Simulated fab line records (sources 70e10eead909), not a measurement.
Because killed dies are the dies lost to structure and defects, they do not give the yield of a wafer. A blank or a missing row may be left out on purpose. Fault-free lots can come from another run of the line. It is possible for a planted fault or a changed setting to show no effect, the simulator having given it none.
Struck lot and sound lot, side by side	flow nandHarc	13 steps out of a route of 1302
Sound: the wafers L478.1, L478.4, L478.5. Wafers L473.2, L473.4, L473.6 were the ones struck. The cause is named last.
Order at every step that has rows: each side's tool, ch and its chambers, its first start. Under that, the readings that differ: sound wafers	struck wafers	difference of the means	sigmas: that difference in standard deviations of wafers without a fault.
alike: readings whose means differ by less than 2 such deviations, and words and numbers that are the same on both sides. not compared: withheld readings, readings that some wafer has no value for, bounds like >300 that may hide the same value, and numbers for which the record gives no deviation and whose values overlap.
A row with sigmas, a row that says differs or no value, or rows on one side alone: a step with any of these is where the two part. Non-overlapping numbers with no deviation appear without sigmas and do not part them. A reading that every wafer of one side lacks parts them only if that side has two wafers or more.

NHARC_A_STAIRCASE_ETCH_170: etches the open film in C4F6/O2, target depth 200 nm, time 66.667 s.
  sound on rieDiel-13 ch 0,2, day 22 01:05; struck on rieDiel-08 ch 0,1,3
  alike: drypumpMotorCurrentA, oesProductAu, rfVppV, showerheadPlenumPTorr, throttleValvePct
  not compared: rfHoursCounterH
NHARC_A_STAIRCASE_STRIP_171: strips in O2.
  sound on plasmaAsher-02 ch 0,1, day 22 01:16; struck on plasmaAsher-02 ch 0,1, day 20 08:18
  alike: drypumpMotorCurrentA, heaterPowerW
  not compared: rfHoursCounterH
then, 10 steps without rows for these wafers: NHARC_A_STAIRCASE_STRIP_172 (strips in SPM, time 900 s); NHARC_A_STAIRCASE_PRECLEAN_173 (cleans in SC1); NHARC_A_STAIRCASE_SRD_174; NHARC_A_STAIRCASE_DEHYDRATE_01 (time 120 s); NHARC_A_STAIRCASE_HMDS_02 (time 30 s); NHARC_A_STAIRCASE_COAT_03; NHARC_A_STAIRCASE_SOFTBAKE_04 (time 170 s); NHARC_A_STAIRCASE_EBR_05; NHARC_A_STAIRCASE_EXPOSE_06 (exposes mask STAIR); NHARC_A_STAIRCASE_PEB_07 (peb time 130 s).
NHARC_A_STAIRCASE_DEVELOP_08: time 140 s.
  sound on lithoTrack-07 ch 0, day 22 02:00; struck on lithoTrack-03, day 20 09:00
  no value came back on the struck wafers for chillPlateTempC (C), exhaustPa (Pa); on the sound wafers chillPlateTempC (C) reads 23.14 22.91 22.97

## WHERE THEY PART
Only at NHARC_A_STAIRCASE_DEVELOP_08, as far as this record shows.

WHY: whatever the simulator had introduced
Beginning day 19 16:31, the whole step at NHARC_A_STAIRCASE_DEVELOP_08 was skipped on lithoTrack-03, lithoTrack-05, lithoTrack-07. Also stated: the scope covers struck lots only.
